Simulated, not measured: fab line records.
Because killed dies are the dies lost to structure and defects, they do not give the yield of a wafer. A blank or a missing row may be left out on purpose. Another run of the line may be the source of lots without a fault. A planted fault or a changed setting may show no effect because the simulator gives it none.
Chamber matching + flow n5Finfet + 3 sister chambers for N5_BEOL_M4_ILD_DEP_00 on pecvd-01
The step deposits SiOC from DEMS/O2, target thk 79 nm, time 15.3 s. 3 wafers are shown with their chamber, then 9 later ones without.

== WAFERS, EACH WITH ITS CHAMBER ==
| wafer  | chamber | throttleValvePct (%) |
|--------|---------|----------------------|
| L087.1 | 0       | 12.7                 |
| L087.3 | 2       | 11.4                 |
| L087.6 | 1       | 10.8                 |

== WAFERS MISSING THEIR CHAMBER ==
| wafer  | throttleValvePct (%) |
|--------|----------------------|
| L090.1 | 11.0                 |
| L090.3 | 12.6                 |
| L090.5 | 11.4                 |
| L091.3 | 12.6                 |
| L091.5 | 11.0                 |
| L091.6 | 11.4                 |
| L093.2 | 11.6                 |
| L093.3 | 12.8                 |
| L093.5 | 11.5                 |

== WHICH CHAMBER EACH ONE RAN IN ==
| wafer  | from the rows above     | in truth |
|--------|-------------------------|----------|
| L090.1 | can't be placed: 1 or 2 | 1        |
| L090.3 | 0                       | 0        |
| L090.5 | 2                       | 2        |
| L091.3 | 0                       | 0        |
| L091.5 | can't be placed: 1 or 2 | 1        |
| L091.6 | 2                       | 2        |
| L093.2 | 2                       | 2        |
| L093.3 | 0                       | 0        |
| L093.5 | 2                       | 2        |
Correct placement for 7 of the 9. From these rows, 2 cannot be placed; in 2 the true chamber is one of the candidates. 0 placed wrongly.
How it was worked out, from the rows above alone: a wafer's distance from a chamber is the root of the sum, over the readings, of the square of ((its reading less the chamber's mean) divided by the reading's scatter). The wafer belongs to the nearest chamber; if the next one is less than 2 further off, it can't be placed. For every chamber, the mean is computed from those of its wafers that are shown. The scatter: with one shown wafer a chamber, the root of the mean of the squares of how far each hidden wafer lies from its nearest shown one.
